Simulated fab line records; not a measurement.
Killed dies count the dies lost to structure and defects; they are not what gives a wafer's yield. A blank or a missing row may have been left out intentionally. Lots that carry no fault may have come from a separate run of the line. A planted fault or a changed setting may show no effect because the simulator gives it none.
Which tool was responsible? :: flow n5 finfet :: 36 wafers sampled from 12 lots at 1 step of a route of 1938

WHAT THE GAUGES READ, wafer by wafer
N5_BEOL_M11_OVL_MEAS_12.
lot: L075
measured: day 10 11:13
on: overlay-02
M11_OVL (nm): -1.2 0.1 -0.3

lot: L077
measured: day 10 22:35
on: overlay-01
M11_OVL (nm): -1.9 -1.1 -1.6

lot: L079
measured: day 11 14:32
on: overlay-01
M11_OVL (nm): -1.1 0.8 -0.6

lot: L081
measured: day 12 12:06
on: overlay-01
M11_OVL (nm): 0.6 -0.9 -0.6

lot: L085
measured: day 12 19:31
on: overlay-01
M11_OVL (nm): 1.0 1.0 2.1

lot: L084
measured: day 13 03:03
on: overlay-01
M11_OVL (nm): -0.4 0.0 0.4

lot: L086
measured: day 14 05:31
on: overlay-01
M11_OVL (nm): 0.8 0.3 -0.3

lot: L089
measured: day 14 20:30
on: overlay-02
M11_OVL (nm): -1.0 -1.1 -0.6

lot: L091
measured: day 15 03:44
on: overlay-01
M11_OVL (nm): -1.8 -2.1 -1.7

lot: L092
measured: day 15 07:14
on: overlay-02
M11_OVL (nm): 0.1 0.0 -0.5

lot: L094
measured: day 16 11:26
on: overlay-01
M11_OVL (nm): 1.1 0.8 0.1

lot: L096
measured: day 17 02:09
on: overlay-01
M11_OVL (nm): 0.3 -1.1 0.2

WHICH TOOL RAN EACH LOT (tool, then ch and the chambers of the sampled wafers, then the start)
There is no process step in the record ahead of these readings.

THE ANSWER, worked out from the rows above alone
Rule: the usual values come from the lots themselves. The widest of any qualifying gaps counts: lots, ordered by their means at a reading, are off when they make up no more than a third of the lots, leave a main group of 4 or more, and stand apart from it by 3 or more times the standard deviation of that group's means. A main group is skipped when, at the precision printed for the reading in the tables above, its means are all equal. A lot without any number at a reading at which 4 lots or more have one is off too. Where the step has rows for the other lots, those lots are counted as sound.
No lot is off at any reading shown: from this, nothing can be told.

WHAT THE SIMULATOR HAD INSERTED
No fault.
